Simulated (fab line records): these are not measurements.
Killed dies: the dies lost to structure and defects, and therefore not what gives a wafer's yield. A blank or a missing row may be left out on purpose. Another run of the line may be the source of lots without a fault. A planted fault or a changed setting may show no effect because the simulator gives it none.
A lot that was struck, set against a sound lot -- flow nand harc -- 14 steps out of a route of 1159
Sound: these wafers, L275.1, L275.3, L275.4. Struck: wafer L269.5; the same lot's L269.3 was not struck, so it is left out; see the end for the cause.
At each step with rows: each side's tool, then ch and its chambers, then its first start. Under that, the readings that differ: sound wafers -- struck wafers -- difference of the means -- sigmas: that difference in standard deviations of wafers without a fault.
alike: readings with means less than 2 such deviations apart, plus words and numbers identical on both sides. not compared: withheld readings, readings lacking a value on some wafer, bounds such as >300 that could conceal the same value, and numbers that have no deviation in the record and whose values overlap.
Wherever a step has rows on one side only, a row that says differs or no value, or a row with sigmas, the two part there. Numbers that don't overlap but have no deviation are shown without sigmas and don't part them. A reading that every wafer of one side lacks parts them only if that side has two wafers or more.

first, 1 step without rows for these wafers: NHARC_A_STAIRCASE_DESCUM_186 (chemistry O2, time 3 s).
NHARC_A_STAIRCASE_TRIM_187: chemistry O2, time 211.2 s.
  sound on rie diel-13 ch 0,1,2, day 15 13:56; struck on rie diel-11 ch 0, day 14 01:09
  alike: drypump motor current A, mfc ar sccm, oes product au, rf vpp V, showerhead plenum p Torr, throttle valve pct
  not compared: rf hours counter h
NHARC_A_STAIRCASE_ETCH_188: etches the open film in C4F8/O2, target depth 100 nm, time 40.5 s.
  sound: rie diel-13 ch 0,1,2; struck: rie diel-11 ch 0
reading,sound,struck,difference,sigmas
oes product au (a.u.),0.968 0.945 0.950,0.928,-0.026,-2
  alike: rf vpp V
  not compared: rf hours counter h
then, 1 step without rows for these wafers: NHARC_A_STAIRCASE_TRIM_189 (chemistry O2, time 211.2 s).
NHARC_A_STAIRCASE_ETCH_190: etches the open film in C4F8/O2, target depth 100 nm, time 40.5 s.
  sound: rie diel-13 ch 0,1,3; struck: rie diel-11 ch 3
  alike: oes product au, rf vpp V
  not compared: rf hours counter h
NHARC_A_STAIRCASE_TRIM_191: chemistry O2, time 211.2 s.
  sound: rie diel-13 ch 0,1,2; struck: rie diel-11 ch 0
  alike: drypump motor current A, mfc ar sccm, oes product au, rf vpp V, showerhead plenum p Torr, throttle valve pct
  not compared: rf hours counter h
then, 2 steps without rows for these wafers: NHARC_A_STAIRCASE_ETCH_192 (etches the open film in C4F8/O2, target depth 100 nm, time 40.5 s); NHARC_A_STAIRCASE_TRIM_193 (chemistry O2, time 211.2 s).
NHARC_A_STAIRCASE_ETCH_194: etches the open film in C4F8/O2, target depth 100 nm, time 40.5 s.
  sound: rie diel-13 ch 0,1,2; struck: rie diel-11 ch 1
  alike: oes product au, rf vpp V
  not compared: rf hours counter h
then, 2 steps without rows for these wafers: NHARC_A_STAIRCASE_TRIM_196 (chemistry O2, time 211.2 s); NHARC_A_STAIRCASE_ETCH_197 (etches the open film in C4F8/O2, target depth 100 nm, time 40.5 s).
NHARC_A_STAIRCASE_TRIM_198: chemistry O2, time 211.2 s.
  sound on rie diel-13 ch 0,1,3, day 15 15:17; struck on rie diel-09 ch 0, day 14 02:59
reading,sound,struck,difference,sigmas
drypump motor current A (A),5.4 6.5 5.4,4.8,-1.0,-2
oes product au (a.u.),1.009 0.992 0.996,1.177,+0.178,+20
  alike: mfc ar sccm, rf vpp V, showerhead plenum p Torr, throttle valve pct
  not compared: rf hours counter h
then, 1 step without rows for these wafers: NHARC_A_STAIRCASE_ETCH_199 (etches the open film in C4F8/O2, target depth 100 nm, time 40.5 s).
-- the record jumps here: 12 days lie between the struck wafers' starts before and after (it left off in module A_STAIRCASE and takes up again in module END, whose first step shown is number 1159 of the route) --
NHARC_END_SORT_01:
  at this point the record logs the struck wafers (prober-01 ch 0, day 25 20:49) and has no rows for the sound ones

## WHERE THEY PART
At NHARC_A_STAIRCASE_ETCH_188 first; at NHARC_END_SORT_01 last (within this record only).

WHY: what the simulator had put in
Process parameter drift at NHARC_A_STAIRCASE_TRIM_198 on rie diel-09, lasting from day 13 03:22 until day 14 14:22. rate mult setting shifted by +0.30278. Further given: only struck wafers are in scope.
